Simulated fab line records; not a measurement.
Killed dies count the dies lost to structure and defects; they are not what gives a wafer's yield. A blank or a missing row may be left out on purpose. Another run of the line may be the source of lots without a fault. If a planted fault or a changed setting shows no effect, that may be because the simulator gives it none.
fab line records -- flow nand_harc
record lots=5, wafers=15, last_day=33
route steps=1302 shown A_BONDPAD@1232 HYBRID_BOND@1237 THIN_TSV@1244 END@1302
lots untouched by any fault: they come from a run of this same line in which no faults occurred
start_h: hours from the record's opening day to when the first of the lot's shown wafers began -- wait_h: hours from the lot's prior step to this one -- " same as the row above -- L1.1+2: several wafers, shown together as one row -- - no value present, or no start provided -- * or withheld: withheld -- < > ~ a bound
route shown NAME@n: a module of which the file shows steps, and the number in the route of the first -- usual: the fault-free wafers' mean and standard deviation -- same: alike in all rows -- chamber/n: place in a boat -- sites: the reading at each site -- _std_site: standard deviation of those values -- _edge_site: the outer-site mean with the inner-site mean subtracted -- radius_mm: for every site, how far away it sits from the centre of the wafer -- mask NAME#n: copy n -- behind: tool/chamber where the wafer was last shaped -- hold: reason for holding the lot/hours on hold/outcome of the hold -- device: names the non-switching transistor (n, p or np) -- end of line: tests of these same wafers at the route's end -- step lacking rows: just its recipe -- killed: not the wafer's yield, but the dies lost to structure and defects at the first sort -- map: a wafer's dies, marking killed ones x, the rest . and places with no die _
set.NAME: the setting the step ran with; set.NAME@STEP: the setting that earlier step ran with -- model.NAME: the simulator's own value behind a step, which no gauge read
certain route steps with their lots: each step a table, each wafer a row
services: a tool's chamber out of use, with start hour (start_h, from the record's first day; less than 0 if before it), hours out, and reason
## steps
# step NHARC_A_BONDPAD_THK_MEAS_20
# recipe thk_meas_gauge=xrf
# usual thk_nm=169.8/1.5
lot.wafer,tool,chamber,start_h,wait_h,thk_nm
L627.1,film_metro-02,-,545.89,-,166.5
L627.4,film_metro-02,-,545.89,-,166.6
L627.6,film_metro-02,-,545.89,-,167.1
L636.1,film_metro-02,-,657.33,-,171.0
L636.2,film_metro-02,-,657.33,-,168.0
L636.5,film_metro-02,-,657.33,-,169.6
L643.1,film_metro-01,-,720.81,-,170.1
L643.2,film_metro-01,-,720.81,-,170.2
L643.6,film_metro-01,-,720.81,-,169.4
L645.1,film_metro-01,-,735.70,-,171.5
L645.4,film_metro-01,-,735.70,-,168.8
L645.6,film_metro-01,-,735.70,-,169.7
L647.1,film_metro-02,-,766.03,-,168.7
L647.2,film_metro-02,-,766.03,-,170.8
L647.5,film_metro-02,-,766.03,-,172.2
# step NHARC_A_BONDPAD_SRD_21
# recipe time_s=30, temp_c=23, dry_time_s=20, spin_rpm=1500
# step NHARC_A_BONDPAD_INSPECT_23
# usual raw_defect_count=561/120
lot.wafer,tool,chamber,start_h,wait_h,raw_defect_count
L627.1,defect_inspect-02,-,546.09,0.0,418
L627.4,defect_inspect-02,-,546.09,0.0,481
L627.6,defect_inspect-02,-,546.09,0.0,439
L636.1,defect_inspect-02,-,657.55,0.0,612
L636.2,defect_inspect-02,-,657.55,0.0,455
L636.5,defect_inspect-02,-,657.55,0.0,520
L643.1,defect_inspect-01,-,721.02,0.0,631
L643.2,defect_inspect-01,-,721.02,0.0,610
L643.6,defect_inspect-01,-,721.02,0.0,592
L645.1,defect_inspect-01,-,735.90,0.0,501
L645.4,defect_inspect-01,-,735.90,0.0,388
L645.6,defect_inspect-01,-,735.90,0.0,562
L647.1,defect_inspect-01,-,766.23,0.0,594
L647.2,defect_inspect-01,-,766.23,0.0,642
L647.5,defect_inspect-01,-,766.23,0.0,602
# step NHARC_HYBRID_BOND_ACTIVATE_00
# recipe time_s=60, n2_flow_sccm=200, ar_flow_sccm=0, bias_power_w=0, chemistry=N2
# step NHARC_HYBRID_BOND_PRECLEAN_01
# recipe time_s=300, temp_c=23, chemistry=DIW
# step NHARC_HYBRID_BOND_SRD_02
# recipe time_s=30, temp_c=23, dry_time_s=20, spin_rpm=1500
# step NHARC_HYBRID_BOND_BOND_03
# recipe temp_c=25
# step NHARC_HYBRID_BOND_ANNEAL_04
# recipe temp_c=300, time_s=7200, ramp_up_c_per_min=5, ramp_down_c_per_min=3, idle_temp_c=100, pressure_atm=1
# step NHARC_HYBRID_BOND_OVL_MEAS_05
# usual overlay_x_nm=0/31, overlay_y_nm=2/33
lot.wafer,tool,chamber,start_h,wait_h,overlay_x_nm,overlay_y_nm
L627.1,overlay-02,-,559.67,0.4,-3,15
L627.4,overlay-02,-,559.67,0.4,58,-24
L627.6,overlay-02,-,559.67,0.4,24,21
L636.1,overlay-01,-,666.99,0.4,-41,45
L636.2,overlay-01,-,666.99,0.4,-12,28
L636.5,overlay-01,-,666.99,0.4,-13,-2
L643.1,overlay-01,-,731.15,0.4,-59,-81
L643.2,overlay-01,-,731.15,0.4,-16,51
L643.6,overlay-01,-,731.15,0.4,18,68
L645.1,overlay-02,-,753.00,0.4,-33,12
L645.4,overlay-02,-,753.00,0.4,-19,39
L645.6,overlay-02,-,753.00,0.4,31,-8
L647.1,overlay-01,-,776.13,0.4,5,-15
L647.2,overlay-01,-,776.13,0.4,-61,84
L647.5,overlay-01,-,776.13,0.4,-7,-7
# step NHARC_HYBRID_BOND_INSPECT_06
# recipe inspect_instrument=ir_void
# usual raw_defect_count=97/38
lot.wafer,tool,chamber,start_h,wait_h,raw_defect_count
L627.1,defect_inspect-02,-,559.72,0.0,26
L627.4,defect_inspect-02,-,559.72,0.0,42
L627.6,defect_inspect-02,-,559.72,0.0,36
L636.1,defect_inspect-02,-,667.04,0.0,69
L636.2,defect_inspect-02,-,667.04,0.0,60
L636.5,defect_inspect-02,-,667.04,0.0,99
L643.1,defect_inspect-01,-,731.20,0.0,175
L643.2,defect_inspect-01,-,731.20,0.0,160
L643.6,defect_inspect-01,-,731.20,0.0,177
L645.1,defect_inspect-01,-,753.05,0.0,48
L645.4,defect_inspect-01,-,753.05,0.0,44
L645.6,defect_inspect-01,-,753.05,0.0,45
L647.1,defect_inspect-01,-,776.19,0.0,64
L647.2,defect_inspect-01,-,776.19,0.0,56
L647.5,defect_inspect-01,-,776.19,0.0,63
# step NHARC_THIN_TSV_GRIND_00
# recipe target_thk_um=6
# usual motor_current_A=12.003/0.021
lot.wafer,tool,chamber,start_h,wait_h,motor_current_A
L627.1,grinder-01,0,561.08,1.4,11.970
L627.4,grinder-01,0,561.08,1.4,12.002
L627.6,grinder-01,0,561.08,1.4,12.034
L636.1,grinder-01,0,667.19,0.1,11.997
L636.2,grinder-01,0,667.19,0.1,12.008
L636.5,grinder-01,0,667.19,0.1,12.014
L643.1,grinder-01,0,731.36,0.1,12.022
L643.2,grinder-01,0,731.36,0.1,11.972
L643.6,grinder-01,0,731.36,0.1,11.984
L645.1,grinder-01,0,753.20,0.1,12.008
L645.4,grinder-01,0,753.20,0.1,12.000
L645.6,grinder-01,0,753.20,0.1,12.027
L647.1,grinder-01,0,777.54,1.4,12.006
L647.2,grinder-01,0,777.54,1.4,11.972
L647.5,grinder-01,0,777.54,1.4,11.996
# step NHARC_THIN_TSV_CMP_01
# recipe target_thk_um=3
# step NHARC_THIN_TSV_SRD_03
# step NHARC_THIN_TSV_PRECLEAN_41
# recipe time_s=*, temp_c=50, bath_age_min=0, chemistry=SC1
# step NHARC_THIN_TSV_SRD_42
# step NHARC_THIN_TSV_DEP_43
# recipe target_thk_a=13285, temp_c=withheld, pressure_torr=6.5, rf_w=900, teos_flow_sccm=161.4, flow_sccm=2650, target_thk_nm=1328.5, gas=O2, material=SiO2
# usual flow_sccm=2651/7.2, throttle_valve_pct=15.9/0.55
lot.wafer,tool,chamber,start_h,wait_h,flow_sccm,throttle_valve_pct
L627.1,pecvd-01,2,562.86,-,2659,16.1
L627.6,pecvd-01,0,562.86,-,2650,16.0
L627.4,pecvd-01,2,562.86,-,2663,16.2
L636.1,pecvd-04,1,668.92,-,2651,15.7
L636.2,pecvd-04,2,668.92,-,2653,14.8
L636.5,pecvd-04,2,668.92,-,2649,14.6
L643.1,pecvd-01,0,733.06,-,2651,16.6
L643.2,pecvd-01,1,733.06,-,2636,16.2
L643.6,pecvd-01,1,733.06,-,2654,16.2
L645.1,pecvd-04,0,755.01,-,2654,16.1
L645.4,pecvd-04,1,755.01,-,2645,15.6
L645.6,pecvd-04,2,755.01,-,2642,14.9
L647.2,pecvd-03,1,779.24,-,2644,15.5
L647.1,pecvd-03,2,779.24,-,2653,15.4
L647.5,pecvd-03,1,779.24,-,2638,15.5
# step NHARC_THIN_TSV_DEHYDRATE_04
# recipe temp_c=150, time_s=120
# step NHARC_THIN_TSV_HMDS_05
# recipe time_s=30
# step NHARC_THIN_TSV_COAT_06
# recipe spin_rpm=*
# step NHARC_THIN_TSV_SOFTBAKE_07
# recipe temp_c=122, time_s=95
# step NHARC_THIN_TSV_EBR_08
# step NHARC_THIN_TSV_EXPOSE_09
# recipe na=0.55, dose_mj=30.7, mask_id=TSV
# step NHARC_THIN_TSV_PEB_10
# recipe peb_temp_c=118, peb_time_s=85
# step NHARC_THIN_TSV_DEVELOP_11
# recipe time_s=70
# step NHARC_THIN_TSV_CD_MEAS_12
# recipe target_cd_nm=1000, landing_energy_ev=500
# usual cd_nm=1001.7/1.6
lot.wafer,tool,chamber,start_h,wait_h,cd_nm
L627.1,cd_sem-03,0,563.60,-,1001.8
L627.4,cd_sem-03,0,563.60,-,1003.2
L627.6,cd_sem-03,0,563.60,-,999.8
L636.1,cd_sem-03,0,669.71,-,1004.4
L636.2,cd_sem-03,0,669.71,-,1003.0
L636.5,cd_sem-03,0,669.71,-,1003.8
L643.1,cd_sem-02,0,733.89,-,1001.7
L643.2,cd_sem-02,0,733.89,-,1000.1
L643.6,cd_sem-02,0,733.89,-,999.0
L645.1,cd_sem-02,0,755.63,-,1001.9
L645.4,cd_sem-02,0,755.63,-,1001.0
L645.6,cd_sem-02,0,755.63,-,999.1
L647.1,cd_sem-01,0,780.08,-,1005.5
L647.2,cd_sem-01,0,780.08,-,1002.2
L647.5,cd_sem-01,0,780.08,-,1003.2
# step NHARC_THIN_TSV_HARDBAKE_13
# recipe temp_c=125, time_s=80
# step NHARC_THIN_TSV_DESCUM_14
# recipe time_s=3, o2_flow_sccm=200, ar_flow_sccm=0, bias_power_w=0, chemistry=O2
# step NHARC_THIN_TSV_ETCH_44
# recipe target_depth_a=15942, time_s=797.1, cf4_flow_sccm=150, o2_flow_sccm=10, ar_flow_sccm=0, rf_w=300, bias_w=800, chemistry=CF4/O2
# step NHARC_THIN_TSV_ETCH_15
# recipe target_depth_a=30000, bosch_target_overetch_cycles=2, bosch_etch_step_s=2.8, bosch_dep_step_s=1.2, bosch_cycles=14
# usual drypump_motor_current_A=6.0/0.56
lot.wafer,tool,chamber,start_h,wait_h,drypump_motor_current_A,rf_hours_counter_h
L627.1,rie_si-04,3,564.43,-,6.1,0.2
L627.4,rie_si-04,0,564.43,-,5.2,0.2
L627.6,rie_si-04,3,564.43,-,6.1,-
L636.1,rie_si-01,0,670.53,-,6.3,0.6
L636.2,rie_si-01,3,670.53,-,5.5,0.6
L636.5,rie_si-01,1,670.53,-,6.7,-
L643.2,rie_si-01,0,734.85,-,6.3,0
L643.1,rie_si-01,1,734.85,-,6.8,0
L643.6,rie_si-01,3,734.85,-,5.5,-
L645.4,rie_si-01,0,756.46,-,6.2,0.1
L645.1,rie_si-01,1,756.46,-,6.8,0.2
L645.6,rie_si-01,0,756.46,-,6.3,-
L647.2,rie_si-01,3,780.91,-,5.5,0.3
L647.1,rie_si-01,0,780.91,-,6.3,0.2
L647.5,rie_si-01,2,780.91,-,6.8,-
# step NHARC_THIN_TSV_CD_MEAS_16
# usual cd_nm=1001.8/1.7
lot.wafer,tool,chamber,start_h,wait_h,cd_nm
L627.1,cd_sem-03,-,564.56,0.1,1001.1
L627.4,cd_sem-03,-,564.56,0.1,1003.6
L627.6,cd_sem-03,-,564.56,0.1,1000.5
L636.1,cd_sem-02,-,670.67,0.1,1004.0
L636.2,cd_sem-02,-,670.67,0.1,1003.0
L636.5,cd_sem-02,-,670.67,0.1,1003.2
L643.1,cd_sem-03,-,734.97,0.1,1001.8
L643.2,cd_sem-03,-,734.97,0.1,1000.1
L643.6,cd_sem-03,-,734.97,0.1,1000.0
L645.1,cd_sem-01,-,756.59,0.1,1002.1
L645.4,cd_sem-01,-,756.59,0.1,1002.9
L645.6,cd_sem-01,-,756.59,0.1,999.8
L647.1,cd_sem-01,-,781.04,0.1,1006.3
L647.2,cd_sem-01,-,781.04,0.1,1001.8
L647.5,cd_sem-01,-,781.04,0.1,1002.5
# step NHARC_THIN_TSV_STRIP_45
# recipe power_w=1500, temp_c=250, chemistry=O2
# usual drypump_motor_current_A=5.7/0.34, heater_power_w=347/26
lot.wafer,tool,chamber,start_h,wait_h,drypump_motor_current_A,heater_power_w,rf_hours_counter_h
L627.1,plasma_asher-02,0,564.63,0.1,5.5,335,24
L627.4,plasma_asher-02,0,564.63,0.1,5.5,346,-
L627.6,plasma_asher-02,0,564.63,0.1,5.5,344,-
L636.1,plasma_asher-01,1,670.75,0.1,5.9,376,28
L636.2,plasma_asher-01,0,670.75,0.1,6.2,348,28
L636.5,plasma_asher-01,0,670.75,0.1,6.2,352,-
L643.2,plasma_asher-01,1,735.04,0.1,5.9,405,7
L643.1,plasma_asher-01,0,735.04,0.1,6.2,367,7
L643.6,plasma_asher-01,0,735.04,0.1,6.2,354,-
L645.1,plasma_asher-01,1,756.71,0.1,5.9,393,12
L645.4,plasma_asher-01,1,756.71,0.1,5.9,394,-
L645.6,plasma_asher-01,0,756.71,0.1,6.2,352,-
L647.1,plasma_asher-02,0,781.11,0.1,5.5,344,34
L647.2,plasma_asher-02,1,781.11,0.1,5.3,316,34
L647.5,plasma_asher-02,0,781.11,0.1,5.5,339,-
# step NHARC_THIN_TSV_STRIP_46
# recipe time_s=1200, temp_c=72.5, chemistry=post_etch_residue_remover
# step NHARC_THIN_TSV_DEP_47
# recipe target_thk_a=2000, temp_c=withheld, pressure_torr=6.5, rf_w=900, teos_flow_sccm=161.4, flow_sccm=2650, target_thk_nm=200, gas=O2, material=SiO2
# step NHARC_THIN_TSV_ETCHBACK_48
# recipe target_depth_a=10285, over_etch_frac=0.3, time_s=405.17, ion_energy_ev=250, c4f8_flow_sccm=withheld, ar_flow_sccm=withheld, rf_w=600, bias_w=300, chemistry=C4F8/Ar
# usual oes_product_au=0.95/0.03, rf_vpp_V=545.1/2.6
lot.wafer,tool,chamber,start_h,wait_h,oes_product_au,rf_hours_counter_h,rf_vpp_V
L627.4,rie_diel-10,3,565.91,-,0.92,7,546.6
L627.1,rie_diel-10,0,565.91,-,0.91,7,543.1
L627.6,rie_diel-10,1,565.91,-,0.94,-,553.1
L636.1,rie_diel-10,1,671.98,-,1.01,3,551.6
L636.2,rie_diel-10,2,671.98,-,1.02,3,546.9
L636.5,rie_diel-10,0,671.98,-,1.01,-,543.8
L643.2,rie_diel-10,2,736.24,-,0.92,6,545.4
L643.1,rie_diel-10,3,736.24,-,0.93,5,547.0
L643.6,rie_diel-10,3,736.24,-,0.93,-,545.0
L645.4,rie_diel-05,3,757.90,-,0.94,11,544.8
L645.1,rie_diel-05,0,757.90,-,0.93,11,545.9
L645.6,rie_diel-05,3,757.90,-,0.94,-,544.6
L647.1,rie_diel-03,2,782.53,0.5,0.92,7,542.6
L647.2,rie_diel-03,3,782.53,0.5,0.93,5,547.2
L647.5,rie_diel-03,1,782.53,0.5,0.91,-,545.4
# step NHARC_THIN_TSV_STRIP_62
# recipe power_w=1500, temp_c=250, time_s=20, chemistry=N2/H2
# step NHARC_THIN_TSV_DEGAS_49
# recipe temp_c=300, time_s=120
# step NHARC_THIN_TSV_PRE_CLEAN_50
# recipe time_s=30, temp_c=280, gas=H2/He
# step NHARC_THIN_TSV_PVD_19
# recipe target_thk_a=200, chamber_pressure_pa=5, material=TaN
# step NHARC_THIN_TSV_PVD_51
# recipe target_thk_a=1000, chamber_pressure_pa=5, material=Cu
# usual throttle_valve_pct=30.4/0.77
lot.wafer,tool,chamber,start_h,wait_h,throttle_valve_pct
L627.4,pvd_sputter-03,-,-,-,29.3
L627.1,pvd_sputter-03,-,-,-,31.4
L627.6,pvd_sputter-03,-,-,-,30.6
L636.2,pvd_sputter-03,-,-,-,29.8
L636.1,pvd_sputter-03,-,-,-,29.1
L636.5,pvd_sputter-03,-,-,-,30.4
L643.1,pvd_sputter-01,-,-,-,30.2
L643.2,pvd_sputter-01,-,-,-,31.5
L643.6,pvd_sputter-01,-,-,-,31.0
L645.1,pvd_sputter-01,-,-,-,31.3
L645.4,pvd_sputter-01,-,-,-,28.9
L645.6,pvd_sputter-01,-,-,-,31.0
L647.1,pvd_sputter-02,-,-,-,30.2
L647.2,pvd_sputter-02,-,-,-,30.2
L647.5,pvd_sputter-02,-,-,-,30.2
# step NHARC_END_SORT_01
# recipe temp_c=25
# usual defect_limited_yield=90.9/2.7, killed_at_array=57/19, killed_at_other=0.9/1.1, killed_at_periphery=4.0/2.6, killed_dies=62/19, killed_open=3.3/1.8, killed_short=2.4/1.7
# same gross_dies=677
lot.wafer,tool,chamber,start_h,wait_h,defect_limited_yield[%],killed_at_array,killed_at_other,killed_at_periphery,killed_dies,killed_open,killed_short
L627.1,prober-01,0,580.11,2.5,95.4,25,0,6,31,2,5
L627.4,prober-01,0,582.50,3.4,94.2,30,1,8,39,4,0
L627.6,prober-01,0,584.09,4.0,96.0,16,1,10,27,3,1
L636.1,prober-02,0,686.84,2.4,0,47,625,5,677,1,0
L636.2,prober-02,0,687.63,2.8,93.4,38,0,7,45,4,0
L636.5,prober-02,0,690.02,3.7,90.4,59,1,5,65,2,3
L643.1,prober-01,0,750.48,2.5,85.8,85,0,11,96,5,3
L643.2,prober-01,0,751.27,2.8,88.3,72,1,6,79,2,1
L643.6,prober-01,0,754.44,4.0,87.3,81,0,5,86,3,2
L645.1,prober-02,0,770.77,2.5,95.1,33,0,0,33,5,3
L645.4,prober-02,0,773.21,3.4,94.8,30,2,3,35,2,2
L645.6,prober-02,0,774.84,4.1,94.1,31,2,7,40,5,5
L647.1,prober-02,0,796.58,2.5,91.3,52,1,6,59,2,4
L647.2,prober-02,0,797.40,2.8,94.1,37,1,2,40,7,2
L647.5,prober-02,0,799.84,3.8,94.1,37,1,2,40,6,2
# killed by level:class
L627.1 A_CHANNEL_HOLE_D2:chamber_film_flake=6 A_CHANNEL_HOLE_D1:chamber_film_flake=5 A_CONTACT:chamber_film_flake=4 A_SLIT:chamber_film_flake=3 A_ONON_D2:geometric_particle:short=2 P_CONTACT:chamber_film_flake=2 A_BONDPAD:chamber_film_flake=2 P_CONTACT:geometric_particle:open=1
L627.4 A_CHANNEL_HOLE_D2:chamber_film_flake=17 P_CONTACT:chamber_film_flake=4 A_SLIT:chamber_film_flake=4 P_GATE:chamber_film_flake=2 A_WL_FILL:chamber_film_flake=2 A_CONTACT:chamber_film_flake=2 P_GATE:geometric_particle:open=1 A_CHANNEL_FILL_D1:geometric_particle:open=1
L627.6 P_CONTACT:chamber_film_flake=6 A_CHANNEL_HOLE_D2:chamber_film_flake=5 P_ZERO_WELL:chamber_film_flake=2 A_CONTACT:chamber_film_flake=2 A_BONDPAD:chamber_film_flake=2 P_M0:geometric_particle:open=1 A_CHANNEL_FILL_D1:geometric_particle:open=1 A_CHANNEL_FILL_D2:geometric_particle:open=1
L636.1 THIN_TSV:area_cmp=625 A_CHANNEL_HOLE_D1:chamber_film_flake=33 A_SLIT:chamber_film_flake=4 P_GATE:chamber_film_flake=3 A_WL_FILL:chamber_film_flake=3 P_CONTACT:chamber_film_flake=2 A_DECK1_JOINT:chamber_film_flake=2 A_CONTACT:chamber_film_flake=2
L636.2 A_CHANNEL_HOLE_D1:chamber_film_flake=30 P_GATE:chamber_film_flake=4 A_CONTACT:chamber_film_flake=3 P_CONTACT:geometric_particle:open=2 P_M0:geometric_particle:open=1 A_ONON_D2:geometric_particle:open=1 A_CHANNEL_HOLE_D2:chamber_film_flake=1 A_STAIRCASE:chamber_film_flake=1
L636.5 A_CHANNEL_HOLE_D1:chamber_film_flake=46 A_SLIT:chamber_film_flake=5 P_GATE:chamber_film_flake=3 A_DECK1_JOINT:geometric_particle:short=2 A_BLC:geometric_particle:open=2 A_CHANNEL_HOLE_D2:chamber_film_flake=2 P_CONTACT:geometric_particle:short=1 P_STI:chamber_film_flake=1
L643.1 A_SLIT:chamber_film_flake=34 A_CHANNEL_HOLE_D1:chamber_film_flake=22 A_CHANNEL_HOLE_D2:chamber_film_flake=12 A_CONTACT:chamber_film_flake=6 P_BONDPAD:chamber_film_flake=4 P_CONTACT:geometric_particle:open=2 P_ZERO_WELL:chamber_film_flake=2 A_DECK1_JOINT:chamber_film_flake=2
L643.2 A_CHANNEL_HOLE_D1:chamber_film_flake=24 A_CHANNEL_HOLE_D2:chamber_film_flake=19 A_SLIT:chamber_film_flake=14 A_CONTACT:chamber_film_flake=4 P_BONDPAD:chamber_film_flake=3 A_WL_FILL:chamber_film_flake=3 A_STAIRCASE:chamber_film_flake=2 P_M0:geometric_particle:open=1
L643.6 A_CHANNEL_HOLE_D1:chamber_film_flake=24 A_SLIT:chamber_film_flake=21 A_CHANNEL_HOLE_D2:chamber_film_flake=15 A_CONTACT:chamber_film_flake=9 A_SGD_CUT:chamber_film_flake=4 P_GATE:chamber_film_flake=3 A_WL_FILL:chamber_film_flake=2 P_CONTACT:geometric_particle:open=1
L645.1 A_CHANNEL_HOLE_D1:chamber_film_flake=8 A_CONTACT:chamber_film_flake=7 A_SLIT:chamber_film_flake=6 A_WL_FILL:geometric_particle:short=2 A_CONTACT:geometric_particle:open=2 A_DECK1_JOINT:chamber_film_flake=2 A_CHANNEL_HOLE_D1:geometric_particle:open=1 A_ONON_D2:geometric_particle:open=1
L645.4 A_CHANNEL_HOLE_D1:chamber_film_flake=12 A_SLIT:chamber_film_flake=8 A_CONTACT:chamber_film_flake=7 P_CONTACT:chamber_film_flake=2 P_CONTACT:geometric_particle:open=1 A_CHANNEL_HOLE_D1:geometric_particle:short=1 A_M0:geometric_particle:open=1 STARTING-WAFER:geometric_particle:short=1
L645.6 A_CHANNEL_HOLE_D1:chamber_film_flake=9 A_CONTACT:chamber_film_flake=8 A_SLIT:chamber_film_flake=7 P_STI:geometric_particle:open=1 P_GATE:geometric_particle:open=1 P_CONTACT:geometric_particle:open=1 P_M0:geometric_particle:short=1 P_M1:geometric_particle:short=1
L647.1 A_SLIT:chamber_film_flake=39 A_CONTACT:chamber_film_flake=6 A_CHANNEL_HOLE_D2:chamber_film_flake=3 P_M0:geometric_particle:open=2 A_DECK1_JOINT:geometric_particle:short=2 P_STI:chamber_film_flake=2 P_CONTACT:geometric_particle:short=1 P_M0:geometric_particle:short=1
L647.2 A_SLIT:chamber_film_flake=21 A_CONTACT:chamber_film_flake=6 A_CHANNEL_FILL_D2:geometric_particle:open=2 P_CONTACT:geometric_particle:open=1 P_M0:geometric_particle:open=1 A_ONON_D1:geometric_particle:open=1 A_CHANNEL_FILL_D1:geometric_particle:open=1 A_CHANNEL_HOLE_D2:geometric_particle:open=1
L647.5 A_SLIT:chamber_film_flake=16 A_CONTACT:chamber_film_flake=7 A_BONDPAD:chamber_film_flake=3 A_M0:geometric_particle:open=2 P_STI:chamber_film_flake=2 A_ONON_D1:geometric_particle:open=1 A_CHANNEL_FILL_D1:geometric_particle:open=1 A_ONON_D2:geometric_particle:open=1
# map L636.1 (x killed, . not)
____________x____________
_________xxxxxxx_________
_______xxxxxxxxxxx_______
______xxxxxxxxxxxxx______
_____xxxxxxxxxxxxxxx_____
____xxxxxxxxxxxxxxxxx____
____xxxxxxxxxxxxxxxxx____
___xxxxxxxxxxxxxxxxxxx___
___xxxxxxxxxxxxxxxxxxx___
__xxxxxxxxxxxxxxxxxxxxx__
__xxxxxxxxxxxxxxxxxxxxx__
_xxxxxxxxxxxxxxxxxxxxxxx_
_xxxxxxxxxxxxxxxxxxxxxxx_
_xxxxxxxxxxxxxxxxxxxxxxx_
_xxxxxxxxxxxxxxxxxxxxxxx_
_xxxxxxxxxxxxxxxxxxxxxxx_
xxxxxxxxxxxxxxxxxxxxxxxxx
xxxxxxxxxxxxxxxxxxxxxxxxx
xxxxxxxxxxxxxxxxxxxxxxxxx
xxxxxxxxxxxxxxxxxxxxxxxxx
xxxxxxxxxxxxxxxxxxxxxxxxx
_xxxxxxxxxxxxxxxxxxxxxxx_
_xxxxxxxxxxxxxxxxxxxxxxx_
_xxxxxxxxxxxxxxxxxxxxxxx_
_xxxxxxxxxxxxxxxxxxxxxxx_
_xxxxxxxxxxxxxxxxxxxxxxx_
__xxxxxxxxxxxxxxxxxxxxx__
__xxxxxxxxxxxxxxxxxxxxx__
___xxxxxxxxxxxxxxxxxxx___
___xxxxxxxxxxxxxxxxxxx___
____xxxxxxxxxxxxxxxxx____
____xxxxxxxxxxxxxxxxx____
_____xxxxxxxxxxxxxxx_____
______xxxxxxxxxxxxx______
_______xxxxxxxxxxx_______
_________xxxxxxx_________
____________x____________
# map L647.1 (x killed, . not)
____________.____________
_________......._________
_______..........._______
______...x.........______
_____..............._____
____.................____
____.................____
___.................x.___
___...................___
__x..x.................__
__.....................__
_.x..x.................._
_.xx.x...........xx....._
_..xxx.................._
_x.xxxx..x..x........x.._
_.xxxxxxx..............._
.x.xx.x...........x......
..xxxxx...x.........x....
..x...x..................
...x.x.x............x....
......xx.................
_.....................x._
_..x...................._
_.....................x._
_xx....................._
_...x..................._
__..............x......__
__.....................__
___............x......___
___..............x....___
____...........x.....____
____.................____
_____..............._____
______.............______
_______..........._______
_________......._________
____________.____________
## services
tool,chamber,start_h,hours,kind
rie_diel-10,0,543.35,1.4,repair
rie_si-01,-,547.00,9.0,pm
pecvd-04,-,589.27,6.8,repair
pvd_sputter-01,-,590.51,10.0,pm
rie_diel-10,-,596.56,9.0,pm
plasma_asher-02,-,613.62,9.0,pm
grinder-01,-,615.90,1.1,repair
rie_diel-10,3,621.14,7.9,repair
rie_diel-10,2,622.55,3.5,repair
rie_si-01,3,623.43,13.3,repair
pecvd-04,-,636.25,13.0,pm
pecvd-01,-,641.32,1.5,repair
pecvd-01,-,668.50,6.0,repair
plasma_asher-01,-,696.24,9.0,pm
rie_si-01,0,703.44,20.2,repair
pvd_sputter-03,-,704.00,10.0,pm
grinder-01,-,711.39,0.4,repair
rie_si-01,-,724.00,9.0,pm
rie_diel-10,3,727.15,7.1,repair
grinder-01,-,736.00,8.0,pm
rie_diel-10,2,737.16,29.5,repair
rie_diel-10,0,738.94,4.7,repair
plasma_asher-01,-,763.82,0.7,repair
rie_diel-10,-,773.56,9.0,pm
## key
first_sign step=NHARC_END_SORT_01, reading=killed_at_other, direction=up, sigmas=99+, usual=0.9, struck=625
effect step=NHARC_END_SORT_01, reading=defect_limited_yield, direction=down, sigmas=33, usual=90.9, struck=0
more_kills_born_at NHARC_THIN_TSV_CMP_01@cmp-02=625
met_at NHARC_THIN_TSV_GRIND_00
struck_wafers L636.1
later_rows_left_out L636.1
onset_between 561.08 667.19
fault kind=process_parameter_drift, tool=grinder-01, chamber=-, onset_h=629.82, steps=NHARC_THIN_TSV_GRIND_00, channel=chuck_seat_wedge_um, offset=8, shape=step, end_h=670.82, scope=struck_wafers_only
# later_rows_left_out: the simulator's readings of these wafers behind a module that went badly wrong aren't trusted and aren't shown, but for the sort
